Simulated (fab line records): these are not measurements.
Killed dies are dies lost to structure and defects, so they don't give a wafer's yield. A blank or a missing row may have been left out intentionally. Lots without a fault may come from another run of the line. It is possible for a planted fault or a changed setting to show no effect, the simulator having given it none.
Comparing a struck lot with a sound one + flow nand_harc + 17 steps out of a route of 1302
Sound: these wafers, L748.3, L748.4, L748.6. Struck: wafer L742.6; the same lot's L742.3 was not struck, so it is left out; see the end for the cause.
At each step with rows: each side's tool, then ch and its chambers, then its first start. Under that, the readings that differ: sound wafers + struck wafers + difference of the means + sigmas: that difference in standard deviations of wafers without a fault.
alike: words and numbers the same on both sides, and readings whose means are apart by under 2 such deviations; not compared: readings that were withheld, readings missing a value for some wafer, numbers with overlapping values and no deviation given by the record, and bounds like >300 which may hide the same value.
Wherever a step has rows on one side only, a row that says differs or no value, or a row with sigmas, the two part there. Non-overlapping numbers with no deviation appear without sigmas and do not part them. A reading that every wafer of one side lacks parts them only if that side has two wafers or more.

first, 5 steps without rows for these wafers: NHARC_P_STI_SOFTBAKE_04 (time 70 s); NHARC_P_STI_EBR_05; NHARC_P_STI_EXPOSE_06 (exposes mask P STI, target cd 200 nm); NHARC_P_STI_PEB_07 (peb time 80 s); NHARC_P_STI_DEVELOP_08 (time 50 s).
NHARC_P_STI_CD_MEAS_09: the cd target is 200 nm.
  sound on cd_sem-03 ch 0, day 9 20:12; struck on cd_sem-03 ch 0, day 7 10:26
  alike: cd_nm
NHARC_P_STI_OVL_MEAS_10:
  sound: overlay-01 at day 9 20:17; struck: overlay-01 at day 7 10:31
  alike: overlay_x_nm, overlay_y_nm
NHARC_P_STI_INSPECT_11:
  sound: defect_inspect-01 at day 9 20:19; struck: defect_inspect-02 at day 7 10:34
| reading          | sound | struck | difference | sigmas |
|------------------|-------|--------|------------|--------|
| raw_defect_count | 8 5 8 | 13     | +6         | +2     |
then, 1 step without rows for these wafers: NHARC_P_STI_HARDBAKE_13 (time 65 s).
NHARC_P_STI_DESCUM_14: chemistry O2, time 3 s.
  sound on rie_diel-02 ch 0,2,3, day 9 20:28; struck on rie_diel-02 ch 0, day 7 10:41
| reading                | sound                | struck | difference | sigmas |
|------------------------|----------------------|--------|------------|--------|
| throttle_valve_pct (%) | 11.301 11.295 11.297 | 11.321 | +0.023     | +2     |
  alike: drypump_motor_current_A, oes_product_au, rf_vpp_V, showerhead_plenum_p_Torr
  not compared: rf_hours_counter_h
NHARC_P_STI_ETCH_42: etches the open film in N2/H2, target depth 80 nm, overetch 24 nm, time 61 s.
  sound on rie_diel-02 ch 0,1,3, day 9 20:33; struck on rie_diel-02 ch 0, day 7 10:47
  alike: drypump_motor_current_A, oes_product_au, rf_vpp_V, showerhead_plenum_p_Torr, throttle_valve_pct
  not compared: rf_hours_counter_h
NHARC_P_STI_ETCH_31: etches the open film in CF4/CHF3, target depth 108.9 nm, time 54.5 s.
  sound: rie_diel-02 ch 0,3; struck: rie_diel-02 ch 1
  alike: drypump_motor_current_A, oes_product_au, rf_vpp_V, showerhead_plenum_p_Torr, throttle_valve_pct
  not compared: rf_hours_counter_h
NHARC_P_STI_ETCH_15: etches the open film in HBr/Cl2, target depth 300 nm, time 100.1 s.
  sound on rie_si-05 ch 1,2, day 9 20:44; struck on rie_si-04 ch 3, day 7 11:00
| reading                           | sound             | struck | difference | sigmas |
|-----------------------------------|-------------------|--------|------------|--------|
| oes_product_au (a.u.)             | 1.003 0.996 0.997 | 1.213  | +0.214     | +26    |
| model.P_STI.feature_depth_nm (nm) | 302.6 300 300.6   | 403.3  | +102.2     |        |
  alike: drypump_motor_current_A, throttle_valve_pct
  not compared: rf_hours_counter_h
NHARC_P_STI_CD_MEAS_16:
  sound: cd_sem-02 at day 9 20:54; struck: cd_sem-03 at day 7 11:08
  alike: cd_nm
NHARC_P_STI_OCD_MEAS_17:
  sound: ocd-02 at day 9 20:59; struck: ocd-01 at day 7 11:13
| reading                | sound             | struck | difference | sigmas |
|------------------------|-------------------|--------|------------|--------|
| trench_depth_nm (nm)   | 303.3 299.9 300.8 | 403.3  | +102.0     | +35    |
| trench_foot_cd_nm (nm) | 156.3 156.9 156.5 | 141.9  | -14.7      | -7     |
then, 1 step without rows for these wafers: NHARC_P_STI_STRIP_19 (strips in SPM, time 900 s).
NHARC_END_SORT_01:
  the record has rows for the sound wafers here (prober-02 ch 0, day 31 02:49) and none for the struck ones

WHERE THEY PART
First at NHARC_P_STI_INSPECT_11; last, within this record, at NHARC_END_SORT_01.

WHY: what had been put in by the simulator
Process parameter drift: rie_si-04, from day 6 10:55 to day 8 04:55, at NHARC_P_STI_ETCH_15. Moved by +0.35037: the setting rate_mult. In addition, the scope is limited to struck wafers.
